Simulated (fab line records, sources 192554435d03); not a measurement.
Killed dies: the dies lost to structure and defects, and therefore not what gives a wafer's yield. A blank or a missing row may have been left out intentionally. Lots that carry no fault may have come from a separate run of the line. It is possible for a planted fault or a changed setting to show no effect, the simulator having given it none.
fab line records	flow n5-finfet
record lots=6	wafers=17	last-day=17
route steps=1938 shown WELL_APT@29 BEOL_M4@1111 PASSIVATION@1936
lots that met no fault: taken from a fault-free run of the same line
start-h: hours from the record's opening day to when the first of the lot's shown wafers began	wait-h: hours since the lot's step before	" identical to the entry in the row above	L1.1+2: several wafers, shown together as one row	- value missing, or start not given	* or withheld: withheld	< > ~ a bound
route shown NAME@n: NAME is a module with steps in the file, n the number in the route of the first one	usual: mean/standard deviation taken from wafers without a fault	same: alike in all rows	chamber/n: place in a boat	sites: per-site readings	_std_site: standard deviation of those values	_edge_site: inner sites' mean taken away from outer sites' mean	radius-mm: for every site, how far away it sits from the centre of the wafer	mask NAME#n: copy n	behind: the tool/chamber that last shaped the wafer	hold: why the lot went on hold/how many hours it stayed there/how the hold came to an end	device: which transistor (n, p or np) failed to switch	end of line: the route-end tests of the same wafers	a step given without rows: its recipe and nothing more	killed: not the wafer's yield, but the dies lost to structure and defects at the first sort	map: dies across one wafer; x = killed, . = not, _ = none there
set.NAME: the setting as run; set.NAME@STEP: as run at that earlier step	model.NAME: the simulator's own value behind a step, which no gauge read
lots at selected steps of the route; one table per step, one row per wafer
services: the hour from which a tool's chamber was out of use, counted from the record's first day as start-h (under 0 if before that day), plus the number of hours and why
## steps
# step N5_WELL_APT_OVL_MEAS_09
# recipe points-per-wafer=44
# usual NWELL_OVL=0/7.7
lot.wafer	tool	chamber	start-h	wait-h	NWELL_OVL[nm]
L497.1	overlay-01	0	56.10	0.0	6
L497.3	"	0	"	"	10
L497.4	"	0	"	"	5
L498.2	overlay-02	0	61.96	0.0	-11
L498.5	"	0	"	"	-6
L499.1	overlay-01	0	68.44	0.0	-5
L499.2	"	0	"	"	0
L499.3	"	0	"	"	8
L504.2	overlay-01	0	98.25	0.0	-3
L504.5	"	0	"	"	-1
L504.6	"	0	"	"	-6
L510.1	overlay-02	0	133.90	0.0	1
L510.4	"	0	"	"	9
L510.5	"	0	"	"	7
L511.2	overlay-01	0	139.73	0.0	-3
L511.4	"	0	"	"	-4
L511.6	"	0	"	"	2
# step N5_WELL_APT_INSPECT_10
# recipe mode=adi	inspect-instrument=macro
# usual raw-defect-count=2.0/1.4
lot.wafer	tool	chamber	start-h	wait-h	raw-defect-count
L497.1	defect-inspect-02	-	56.27	0.2	1
L497.3	"	-	"	"	1
L497.4	"	-	"	"	2
L498.2	defect-inspect-02	-	61.98	0.0	1
L498.5	"	-	"	"	4
L499.1	defect-inspect-02	-	68.46	0.0	0
L499.2	"	-	"	"	4
L499.3	"	-	"	"	2
L504.2	defect-inspect-02	-	98.27	0.0	2
L504.5	"	-	"	"	0
L504.6	"	-	"	"	0
L510.1	defect-inspect-01	-	133.92	0.0	3
L510.4	"	-	"	"	3
L510.5	"	-	"	"	1
L511.2	defect-inspect-02	-	139.75	0.0	2
L511.4	"	-	"	"	1
L511.6	"	-	"	"	1
# step N5_WELL_APT_DESCUM_13
# recipe chemistry=O2	time-s=7.9	source-power-w=50	bias-power-w=20	pressure-mtorr=20	rf-frequency-hz=2.712e+07	temp-c=40	o2-flow-sccm=225
# usual drypump-motor-current-A=5.7/0.58	oes-product-au=0.77/0.078	rf-vpp-V=243.2/1.3	showerhead-plenum-p-Torr=2.11/0.07	throttle-valve-pct=20.41/0.28
lot.wafer	tool	chamber	start-h	wait-h	drypump-motor-current-A	oes-product-au	rf-hours-counter-h	rf-vpp-V	showerhead-plenum-p-Torr	throttle-valve-pct
L497.1	rie-diel-06	1	56.31	0.0	5.5	0.72	190	243.5	2.19	20.97
L497.3	"	2	"	"	6.4	0.68	235	241.1	2.00	20.72
L497.4	"	1	"	"	5.5	0.72	-	244.2	2.19	20.96
L498.2	rie-diel-02	2	62.03	0.1	4.7	0.83	76	243.5	2.21	20.04
L498.5	"	3	"	"	6.5	0.75	-	243.1	2.09	20.49
L499.1	rie-diel-02	1	68.98	0.5	5.3	0.77	144	243.6	2.10	20.29
L499.2	"	3	"	"	6.5	0.73	166	243.8	2.09	20.49
L499.3	"	2	"	"	4.7	0.83	79	243.4	2.21	20.05
L504.2	rie-diel-05	1	98.38	0.1	5.4	0.70	212	243.2	2.10	20.62
L504.5	"	3	"	"	5.7	0.68	-	243.2	2.06	20.80
L504.6	"	2	"	"	6.4	0.98	-	245.1	2.23	20.19
L510.1	rie-diel-05	0	133.96	0.0	5.5	0.82	98	244.0	2.02	20.25
L510.4	"	2	"	"	6.4	0.94	-	246.5	2.22	20.22
L510.5	"	1	"	"	5.5	0.70	-	241.2	2.10	20.63
L511.2	rie-diel-05	2	139.79	0.0	6.5	0.92	17	243.4	2.22	20.21
L511.4	"	2	"	"	6.4	0.91	-	245.2	2.22	20.23
L511.6	"	0	"	"	5.5	0.80	-	241.5	2.02	20.24
# step N5_WELL_APT_IMPLANT_14
# recipe species=P	energy-kev=160	dose-cm2=1.5e+13	tilt-deg=0	rotation-deg=0
# step N5_WELL_APT_IMPLANT_15
# recipe species=As	energy-kev=25	dose-cm2=1.5e+13	tilt-deg=0	rotation-deg=0
# step N5_WELL_APT_STRIP_16
# recipe chemistry=SPM	time-s=900	temp-c=130	h2so4-h2o2-vol-ratio=4	dry=ipa-marangoni
# step N5_WELL_APT_HMDS_18
# recipe time-s=60	temp-c=120
# step N5_WELL_APT_COAT_19
# recipe spin-rpm=1357	resist-thk-nm=950
# step N5_WELL_APT_EBR_21
# recipe solvent=PGMEA	ebr-width-mm=1.5
# step N5_WELL_APT_SOFTBAKE_20
# recipe temp-c=130	time-s=60
# step N5_WELL_APT_EXPOSE_22
# recipe mask-id=PWELL	na=0.8	source-shape=conventional	sigma-outer=0.8	polarization=unpolarized	defocus-nm=0	target-cd-nm=200	dose-mj=23.2
# step N5_WELL_APT_PEB_23
# recipe peb-temp-c=130	peb-time-s=90
# step N5_WELL_APT_DEVELOP_24
# recipe develop-time-s=45	rinse-liquid=surfactant-rinse	dry=air-spin	dev-temp-c=21
lot.wafer	tool	chamber	start-h	wait-h	model.WELL_APT.cd-nm
L497.1	litho-track-02	0	57.36	-	205.6
L497.3	"	0	"	"	201.3
L497.4	"	0	"	"	199
L498.2	litho-track-02	0	63.08	-	198.1
L498.5	"	0	"	"	197.1
L499.1	litho-track-02	0	70.03	-	201.3
L499.2	"	0	"	"	199.6
L499.3	"	0	"	"	200.4
L504.2+6	litho-track-05	0	99.31	-	199.2
L504.5	"	0	"	"	201.8
L510.1	litho-track-05	0	134.90	-	203.5
L510.4	"	0	"	"	198.1
L510.5	"	0	"	"	197.5
L511.2	litho-track-02	0	140.85	-	201.1
L511.4	"	0	"	"	202.4
L511.6	"	0	"	"	199.8
# step N5_WELL_APT_HARDBAKE_29
# recipe temp-c=130	time-s=120
# step N5_BEOL_M4_RC_MEAS_101
# usual DIBL_N=37.1/2.4	DIBL_P=37/3	IOFF_N=0.18/0.053	IOFF_P=0.21/0.05	ION_N=674/14	ION_P=459/9.2	SS_N=72.1/0.9	SS_P=73.4/0.89	VT_N=250/3.8	VT_P=-251/3.7
lot.wafer	tool	chamber	start-h	wait-h	DIBL_N[mV/V]	DIBL_P[mV/V]	IOFF_N[nA/um]	IOFF_P[nA/um]	ION_N[uA/um]	ION_P[uA/um]	SS_N[mV/dec]	SS_P[mV/dec]	VT_N[mV]	VT_P[mV]
L497.1	prober-02	0	213.64	0.0	35.3	34	0.14	0.21	671	457	70.7	72.4	249	-251
L497.3	"	0	"	"	38.3	36	0.18	0.23	684	464	72.6	73.5	251	-248
L497.4	"	0	"	"	35.8	33	0.14	0.18	651	453	71.8	72.6	255	-255
L499.1	prober-01	0	229.62	0.0	37.4	35	0.15	0.16	662	448	71.6	72.4	251	-257
L499.2	"	0	"	"	38.4	36	0.19	0.19	681	452	71.8	73.2	245	-253
L499.3	"	0	"	"	33.7	32	0.10	0.13	653	448	71.1	72.6	257	-258
L498.2	prober-01	0	232.19	0.2	39.3	38	0.22	0.24	685	465	72.2	73.3	247	-249
L498.5	"	0	"	"	37.8	37	0.18	0.21	664	454	71.8	73.5	250	-253
L504.2	prober-02	0	265.53	0.2	38.1	40	0.20	0.25	684	468	71.8	74.4	246	-250
L504.5	"	0	"	"	36.1	37	0.15	0.20	695	473	71.1	73.2	248	-252
L504.6	"	0	"	"	36.2	37	0.16	0.20	673	457	72.0	73.1	248	-251
L510.1	prober-02	0	288.09	0.0	35.7	35	0.16	0.18	667	453	72.1	73.4	251	-255
L510.4	"	0	"	"	39.9	40	0.25	0.26	691	464	72.7	74.3	244	-248
L510.5	"	0	"	"	35.7	35	0.15	0.18	661	449	71.8	73.0	254	-254
L511.2	prober-02	0	309.45	0.2	36.6	37	0.19	0.18	665	444	73.1	73.8	248	-254
L511.4	"	0	"	"	32.3	33	0.11	0.14	658	448	70.8	71.9	252	-259
L511.6	"	0	"	"	30.6	29	0.09	0.10	637	431	71.0	71.6	257	-261
# step N5_PASSIVATION_PROBE_49
# usual defect-limited-yield=91.6/1.4	killed_at_M0_to_M3=32/9.5	killed_at_M4_up=13/6	killed-at-contacts=12/5.6	killed-at-front-end=39/11	killed-at-other=2.8/2.3	killed-dies=99/16	killed-open=65/12	killed-short=32/7.6	sort_bin_5_function=4.8/0.88	sort_bin_6_memory=3.2/0.65	sort_bin_8_speed=0.2/2	sort-n-pass=1077/29	sort-yield-pct=91.2/2.5
# same gross-dies=1180	killed-at-back-side=0	sort_bin_4_leakage[%]=0
lot.wafer	tool	chamber	start-h	wait-h	defect-limited-yield[%]	killed_at_M0_to_M3	killed_at_M4_up	killed-at-contacts	killed-at-front-end	killed-at-other	killed-dies	killed-open	killed-short	sort_bin_5_function[%]	sort_bin_6_memory[%]	sort_bin_8_speed[%]	sort-n-pass	sort-yield-pct[%]
L497.1	prober-01	-	320.60	0.0	91.5	41	2	13	40	4	100	60	38	5.2	3.1	0	1080	91.5
L497.3	prober-01	-	320.70	0.1	93.6	20	10	9	31	6	76	47	23	3.6	2.1	0	1104	93.6
L497.4	prober-01	-	320.75	0.2	94.1	28	8	10	19	5	70	41	28	3.8	1.9	0	1110	94.1
L498.2	prober-02	-	333.63	0.1	90.2	32	19	25	35	5	116	78	38	5.9	3.7	0	1064	90.2
L498.5	prober-02	-	333.78	0.2	93.1	23	4	19	34	2	82	55	26	4.4	2.3	0	1098	93.1
L499.1	prober-01	-	335.28	0.0	91.5	31	12	11	43	3	100	58	30	4.7	2.8	0	1080	91.5
L499.2	prober-01	-	335.33	0.1	90.9	35	13	20	39	0	107	66	36	5.3	3.3	0	1073	90.9
L499.3	prober-01	-	335.38	0.1	89.8	49	21	14	34	2	120	85	33	5.8	4.2	0	1060	89.8
L504.2	prober-01	-	375.47	0.6	92.6	23	13	10	35	6	87	54	29	4.2	2.6	0	1093	92.6
L504.5	prober-01	-	375.62	0.8	89.4	40	8	30	45	2	125	79	41	7.1	3.4	0	1055	89.4
L504.6	prober-01	-	375.67	0.8	92.3	13	9	21	43	5	91	61	27	4.9	2.6	0	1089	92.3
L510.1	prober-01	-	394.93	0.0	91.9	19	11	9	56	1	96	64	28	5.1	2.6	0	1084	91.9
L510.4	prober-01	-	395.08	0.2	91.0	26	14	9	55	2	106	67	39	4.8	3.7	0	1074	91.0
L510.5	prober-01	-	395.13	0.2	90.7	46	10	5	44	5	110	73	37	5.0	4.0	0	1070	90.7
L511.2	prober-02	-	411.91	0.1	95.0	23	8	5	23	0	59	46	12	3.2	1.7	0	1121	95.0
L511.4	prober-02	-	412.01	0.2	93.1	24	13	13	30	1	81	56	23	3.7	3.1	0	1099	93.1
L511.6	prober-02	-	412.11	0.3	92.9	19	8	8	48	1	84	57	25	3.7	3.1	18.6	877	74.3
# killed by level:class
L497.1 FIN_SAQP:geometric-particle:open=16 MOL_CONTACT_COAG:geometric-particle:open=11 BEOL_M0_SAQP:geometric-particle:short=11 BEOL_M0_SAQP:geometric-particle:open=8 BEOL_M3:geometric-particle:short=6 BEOL_M1:geometric-particle:open=5 FIN_SAQP:geometric-particle:short=4 SPACER0:geometric-particle:open=4
L497.3 MOL_CONTACT_COAG:geometric-particle:open=8 BEOL_M4:geometric-particle:open=6 FIN_SAQP:geometric-particle:short=5 BEOL_M0_SAQP:geometric-particle:open=5 BEOL_M3:geometric-particle:open=5 HKMG_FIN:area-etch=5 DUMMY_GATE:geometric-particle:open=4 BEOL_M1:geometric-particle:open=4
L497.4 BEOL_M0_SAQP:geometric-particle:short=7 MOL_CONTACT_COAG:geometric-particle:open=6 FIN_SAQP:geometric-particle:open=5 BEOL_M2:geometric-particle:open=5 STARTING-WAFER:geometric-particle:short=5 MOL_CONTACT_COAG:geometric-particle:short=4 BEOL_M0_SAQP:geometric-particle:open=4 BEOL_M3:geometric-particle:open=4
L498.2 MOL_CONTACT_COAG:geometric-particle:open=19 FIN_SAQP:geometric-particle:short=8 BEOL_M3:geometric-particle:open=8 BEOL_M2:geometric-particle:open=7 MOL_CONTACT_COAG:geometric-particle:short=6 BEOL_M0_SAQP:geometric-particle:open=6 DUMMY_GATE:geometric-particle:open=5 BEOL_M4:geometric-particle:open=5
L498.5 MOL_CONTACT_COAG:geometric-particle:open=13 BEOL_M3:geometric-particle:open=11 DUMMY_GATE:geometric-particle:open=6 MOL_CONTACT_COAG:geometric-particle:short=6 FIN_SAQP:geometric-particle:open=5 ILD0:geometric-particle:open=4 GATE_CUT:geometric-particle:short=4 FIN_SAQP:geometric-particle:short=3
L499.1 MOL_CONTACT_COAG:geometric-particle:open=10 BEOL_M0_SAQP:geometric-particle:short=10 FIN_SAQP:geometric-particle:short=9 HKMG_FIN:area-etch=9 STI_FIN_REVEAL:geometric-particle:open=8 BEOL_M0_SAQP:geometric-particle:open=8 FIN_SAQP:geometric-particle:open=6 BEOL_M1:geometric-particle:open=5
L499.2 MOL_CONTACT_COAG:geometric-particle:open=15 BEOL_M0_SAQP:geometric-particle:short=14 FIN_SAQP:geometric-particle:short=8 DUMMY_GATE:geometric-particle:open=7 BEOL_M0_SAQP:geometric-particle:open=7 FIN_SAQP:geometric-particle:open=6 STI_FIN_REVEAL:geometric-particle:open=5 MOL_CONTACT_COAG:geometric-particle:short=5
L499.3 MOL_CONTACT_COAG:geometric-particle:open=14 BEOL_M0_SAQP:geometric-particle:short=13 BEOL_M0_SAQP:geometric-particle:open=11 DUMMY_GATE:geometric-particle:open=8 BEOL_M4:geometric-particle:open=8 FIN_SAQP:geometric-particle:short=7 BEOL_M0:geometric-particle:open=7 BEOL_M2:geometric-particle:open=7
L504.2 MOL_CONTACT_COAG:geometric-particle:open=9 BEOL_M4:geometric-particle:open=6 GATE_CUT:geometric-particle:open=5 BEOL_M0_SAQP:geometric-particle:short=5 BEOL_M2:geometric-particle:open=5 BEOL_M3:geometric-particle:open=5 STARTING-WAFER:geometric-particle:open=5 STI_FIN_REVEAL:geometric-particle:open=4
L504.5 MOL_CONTACT_COAG:geometric-particle:open=20 BEOL_M0_SAQP:geometric-particle:open=10 MOL_CONTACT_COAG:geometric-particle:short=10 FIN_SAQP:geometric-particle:open=9 BEOL_M2:geometric-particle:open=9 FIN_SAQP:geometric-particle:short=7 STI_FIN_REVEAL:geometric-particle:open=7 BEOL_M0_SAQP:geometric-particle:short=7
L504.6 MOL_CONTACT_COAG:geometric-particle:open=19 FIN_SAQP:geometric-particle:open=10 FIN_SAQP:geometric-particle:short=7 BEOL_M4:geometric-particle:open=6 STI_FIN_REVEAL:geometric-particle:open=4 STARTING-WAFER:geometric-particle:open=4 BEOL_M0_SAQP:geometric-particle:short=3 GATE_CUT:geometric-particle:short=3
L510.1 FIN_SAQP:geometric-particle:open=15 STI_FIN_REVEAL:geometric-particle:open=7 BEOL_M1:geometric-particle:open=7 MOL_CONTACT_COAG:geometric-particle:open=7 FIN_SAQP:geometric-particle:short=6 STARTING-WAFER:geometric-particle:short=6 BEOL_M3:geometric-particle:open=5 GATE_CUT:geometric-particle:short=4
L510.4 STI_FIN_REVEAL:geometric-particle:open=14 FIN_SAQP:geometric-particle:open=8 DUMMY_GATE:geometric-particle:open=8 FIN_SAQP:geometric-particle:short=7 MOL_CONTACT_COAG:geometric-particle:open=7 BEOL_M1:geometric-particle:short=6 GATE_CUT:geometric-particle:short=6 BEOL_M1:geometric-particle:open=5
L510.5 BEOL_M1:geometric-particle:open=14 FIN_SAQP:geometric-particle:open=12 BEOL_M3:geometric-particle:open=9 DUMMY_GATE:geometric-particle:open=8 BEOL_M2:geometric-particle:open=6 STI_FIN_REVEAL:geometric-particle:open=5 GATE_CUT:geometric-particle:short=5 BEOL_M0_SAQP:geometric-particle:short=5
L511.2 FIN_SAQP:geometric-particle:open=6 DUMMY_GATE:geometric-particle:open=6 BEOL_M0_SAQP:geometric-particle:open=6 MOL_CONTACT_COAG:geometric-particle:open=5 GATE_CUT:geometric-particle:open=4 BEOL_M1:geometric-particle:open=4 BEOL_M0_SAQP:geometric-particle:short=3 BEOL_M3:geometric-particle:open=3
L511.4 MOL_CONTACT_COAG:geometric-particle:open=11 FIN_SAQP:geometric-particle:open=8 STI_FIN_REVEAL:geometric-particle:open=7 BEOL_M2:geometric-particle:open=7 BEOL_M0_SAQP:geometric-particle:short=6 GATE_CUT:geometric-particle:short=5 BEOL_M3:geometric-particle:open=5 BEOL_M4:geometric-particle:open=5
L511.6 STI_FIN_REVEAL:geometric-particle:open=12 MOL_CONTACT_COAG:geometric-particle:open=7 FIN_SAQP:geometric-particle:open=6 BEOL_M1:geometric-particle:open=6 STARTING-WAFER:geometric-particle:short=5 DUMMY_GATE:geometric-particle:short=5 STARTING-WAFER:geometric-particle:open=5 GATE_CUT:geometric-particle:open=4
## services
tool	chamber	start-h	hours	kind
rie-diel-06	-	40.82	0.8	repair
rie-diel-05	-	47.18	1.8	repair
rie-diel-05	2	83.03	-	clean
rie-diel-05	2	83.03	-	consumable-replace:focus-ring
rie-diel-05	2	83.03	-	consumable-replace:showerhead
rie-diel-05	2	83.03	13.0	scheduled-down
rie-diel-05	2	83.03	13.0	vent-cycle
rie-diel-06	2	92.18	-	clean
rie-diel-06	2	92.18	-	consumable-replace:focus-ring
rie-diel-06	2	92.18	-	consumable-replace:showerhead
rie-diel-06	2	92.18	13.1	scheduled-down
rie-diel-06	2	92.18	13.1	vent-cycle
rie-diel-06	0	93.20	17.5	repair
rie-diel-05	2	111.68	4.3	repair
rie-diel-05	3	123.51	-	clean
rie-diel-05	3	123.51	-	consumable-replace:focus-ring
rie-diel-05	3	123.51	17.8	scheduled-down
rie-diel-05	3	123.51	17.8	vent-cycle
## key
first-sign none at tools or gauges
model-effect step=N5_WELL_APT_DEVELOP_24	value=WELL_APT.cd-nm	without=199.3	struck=198.8
met-at N5_WELL_APT_DEVELOP_24
struck-wafers L498.5,L499.3
onset-between 57.36 63.08
fault kind=process-parameter-drift	tool=litho-track-02	chamber=-	onset-h=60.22	steps=N5_WELL_APT_DEVELOP_24	channel=develop-time-s	offset=*	shape=step	end-h=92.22	scope=struck-wafers-only	acts-in=*	stated=*
